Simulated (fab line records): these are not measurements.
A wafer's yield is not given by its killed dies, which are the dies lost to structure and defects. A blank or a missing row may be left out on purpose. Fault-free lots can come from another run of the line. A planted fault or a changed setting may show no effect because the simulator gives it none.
Chamber matching    flow nand harc    NHARC_P_ZERO_WELL_DESCUM_39 on rie diel-02 has 4 sister chambers
The step chemistry O2, time 3 s. 20 wafers are shown with their chamber, then 10 later ones without.

WAFERS WITH THEIR CHAMBER
wafer   chamber  showerhead plenum p Torr (Torr)  oes product au (a.u.)  throttle valve pct (%)
L076.1  2        2.07                             0.988                  11.312
L076.3  1        2.05                             1.006                  11.308
L076.4  3        1.88                             0.995                  11.312
L079.4  2        2.06                             1.013                  11.310
L079.5  0        1.88                             0.994                  11.321
L079.6  1        2.05                             0.998                  11.302
L080.1  2        2.06                             0.997                  11.299
L080.2  3        1.88                             0.986                  11.313
L080.4  0        1.88                             1.001                  11.299
L082.2  0        1.88                             0.993                  11.315
L082.4  2        2.07                             1.004                  11.310
L082.6  2        2.06                             0.993                  11.310
L083.3  2        2.06                             1.005                  11.316
L083.5  2        2.06                             1.001                  11.301
L083.6  1        2.05                             1.005                  11.300
L087.4  1        2.05                             1.014                  11.315
L087.5  2        2.06                             1.004                  11.320
L087.6  1        2.05                             1.001                  11.311
L089.2  2        2.06                             0.998                  11.313
L089.3  3        1.88                             1.000                  11.317

SIGNATURES (averages over the wafers above)
reading                   chamber 0  chamber 1  chamber 2  chamber 3  scatter within a chamber
showerhead plenum p Torr  1.8800     2.0500     2.0622     1.8800     0.00312
oes product au            0.99600    1.00480    1.00033    0.99367    0.0067
throttle valve pct        11.31167   11.30720   11.31011   11.31400   0.00697
Rule: for a wafer and a chamber, the distance is found by dividing, reading by reading, the gap between the wafer's reading and the chamber's mean by the reading's scatter, squaring, summing and taking the root. The wafer belongs to the nearest chamber; if the next one is less than 2 further off, it can't be placed. How the scatter is found: for the shown wafers, subtract from each reading the mean of its chamber, square and add these, divide the total by (wafers less chambers), then take the root.

WAFERS WITH NO CHAMBER GIVEN
wafer   showerhead plenum p Torr (Torr)  oes product au (a.u.)  throttle valve pct (%)
L089.6  1.88                             1.006                  11.317
L091.1  1.88                             1.000                  11.316
L091.3  1.88                             0.995                  11.303
L091.4  2.06                             1.007                  11.296
L094.1  2.05                             1.010                  11.309
L094.5  2.05                             1.020                  11.327
L094.6  1.88                             1.001                  11.310
L096.2  1.88                             1.000                  11.313
L096.5  2.05                             1.003                  11.314
L096.6  2.06                             0.993                  11.320

THE CHAMBER EACH PASSED THROUGH
wafer   from the rows above      in truth
L089.6  can't be placed: 0 or 3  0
L091.1  can't be placed: 0 or 3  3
L091.3  can't be placed: 0 or 3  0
L091.4  can't be placed: 2 or 1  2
L094.1  1                        1
L094.5  can't be placed: 1 or 2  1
L094.6  can't be placed: 0 or 3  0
L096.2  can't be placed: 0 or 3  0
L096.5  1                        1
L096.6  2                        2
Placed correctly: 3 of 10. From these rows, 7 cannot be placed; in 7 the true chamber is one of the candidates. 0 placed wrongly.
